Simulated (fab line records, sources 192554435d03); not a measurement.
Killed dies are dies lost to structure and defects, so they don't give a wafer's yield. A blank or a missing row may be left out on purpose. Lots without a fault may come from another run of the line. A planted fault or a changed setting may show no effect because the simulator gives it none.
Chamber matching | flow n5_finfet | N5_FIN_SAQP_ALD_61 on ald_sin-02: 4 sister chambers
The step deposits SiO2, target thk 4 nm, pulse time 1 s, purge time 2 s. 16 wafers are shown with their chamber, then 8 later ones without.

WAFERS WITH THEIR CHAMBER
wafer  | chamber | heater_power_w (W) | precursor_pulse_height_rel | susceptor_temp_C (C)
L074.1 | 1       | 510                | 0.999                      | 299.71
L074.4 | 2       | 464                | 0.994                      | 299.73
L074.6 | 2       | 466                | 1.017                      | 299.79
L076.1 | 1       | 513                | 1.008                      | 299.72
L076.2 | 2       | 458                | 1.021                      | 300.15
L076.4 | 0       | 442                | 1.020                      | 300.24
L077.3 | 0       | 441                | 1.013                      | 300.01
L077.5 | 1       | 519                | 1.004                      | 299.96
L077.6 | 2       | 482                | 1.009                      | 299.94
L078.1 | 2       | 477                | 1.022                      | 299.95
L078.5 | 1       | 513                | 1.027                      | 300.21
L078.6 | 0       | 424                | 1.002                      | 300.07
L084.4 | 2       | 473                | 0.994                      | 300.19
L084.5 | 2       | 463                | 1.008                      | 300.35
L084.6 | 3       | 480                | 1.022                      | 300.02
L088.1 | 0       | 433                | 0.955                      | 299.86

SIGNATURES (means of the wafers above)
reading                    | chamber 0 | chamber 1 | chamber 2 | chamber 3 | scatter within a chamber
heater_power_w             | 435.00    | 513.75    | 469.00    | 480.00    | 7.6
precursor_pulse_height_rel | 0.99750   | 1.00950   | 1.00929   | 1.02200   | 0.0179
susceptor_temp_C           | 300.0450  | 299.9000  | 300.0143  | 300.0200  | 0.213
Rule: a wafer's distance from a chamber is the root of the sum, over the readings, of the square of ((its reading less the chamber's mean) divided by the reading's scatter). The wafer belongs to the nearest chamber; if the next one is less than 2 further off, it can't be placed. The scatter: the root of (the sum of the squares of (reading less its chamber's mean) over the shown wafers, divided by (wafers less chambers)).

WAFERS WITHOUT THEIR CHAMBER
wafer  | heater_power_w (W) | precursor_pulse_height_rel | susceptor_temp_C (C)
L088.2 | 455                | 0.978                      | 300.04
L088.4 | 468                | 1.004                      | 300.03
L094.2 | 511                | 1.036                      | 299.89
L094.3 | 468                | 0.986                      | 300.14
L094.4 | 469                | 1.005                      | 300.08
L096.1 | 518                | 1.005                      | 300.12
L096.2 | 455                | 1.020                      | 299.91
L096.4 | 466                | 0.971                      | 300.04

WHICH CHAMBER EACH WENT THROUGH
wafer  | from the rows above          | in truth
L088.2 | can't be placed: 2 or 0 or 3 | 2
L088.4 | can't be placed: 2 or 3      | 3
L094.2 | 1                            | 1
L094.3 | can't be placed: 2 or 3      | 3
L094.4 | can't be placed: 2 or 3      | 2
L096.1 | 1                            | 1
L096.2 | can't be placed: 2 or 0 or 3 | 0
L096.4 | can't be placed: 2 or 3      | 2
Placed correctly: 2 of 8. Can't be placed from these rows: 6 (the true chamber is among the candidates in 6). Placed wrongly: 0.
